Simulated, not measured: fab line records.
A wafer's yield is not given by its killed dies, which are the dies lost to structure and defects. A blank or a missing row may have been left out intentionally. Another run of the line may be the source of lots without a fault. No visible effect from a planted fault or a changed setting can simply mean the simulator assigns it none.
Chamber matching ; flow n5Finfet ; pecvd-01 running N5_BEOL_M10_ILD_DEP_00: 3 sister chambers
The step deposits SiCOH lowk from DEMS/porogen, target thk 308.51 nm, time 58 s. 6 wafers are shown with their chamber, then 10 later ones without.

== WAFERS PAIRED WITH THEIR CHAMBERS ==
wafer;chamber;showerheadPlenumPTorr (Torr);heaterPowerW (W)
L083.2;2;5.731;343
L087.3;0;5.710;302
L087.4;2;5.734;347
L087.6;1;5.722;285
L090.1;0;5.697;306
L090.3;1;5.711;302

== WAFERS WHOSE CHAMBER IS MISSING ==
wafer;showerheadPlenumPTorr (Torr);heaterPowerW (W)
L090.6;5.728;358
L093.1;5.736;341
L093.2;5.683;302
L093.4;5.724;319
L094.2;5.719;329
L094.5;5.697;309
L094.6;5.725;316
L096.1;5.725;331
L096.2;5.725;330
L096.3;5.693;305

== EACH ONE'S CHAMBER ==
wafer;from the rows above;in truth
L090.6;2;2
L093.1;2;2
L093.2;can't be placed: 0 or 1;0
L093.4;can't be placed: 0 or 1 or 2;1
L094.2;can't be placed: 2 or 0 or 1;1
L094.5;0;0
L094.6;can't be placed: 1 or 0 or 2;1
L096.1;2;2
L096.2;2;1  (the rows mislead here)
L096.3;0;0
Correct placement for 5 of the 10. Can't be placed from these rows: 4 (the true chamber is among the candidates in 4). 1 placed wrongly.
How it was worked out, from the rows above alone: a wafer's distance from a chamber is the root of the sum, over the readings, of the square of ((its reading less the chamber's mean) divided by the reading's scatter). The wafer belongs to the nearest chamber; if the next one is less than 2 further off, it can't be placed. Each chamber's mean is taken over the wafers shown for it. The scatter: the root of (the sum of the squares of (reading less its chamber's mean) over the shown wafers, divided by (wafers less chambers)).
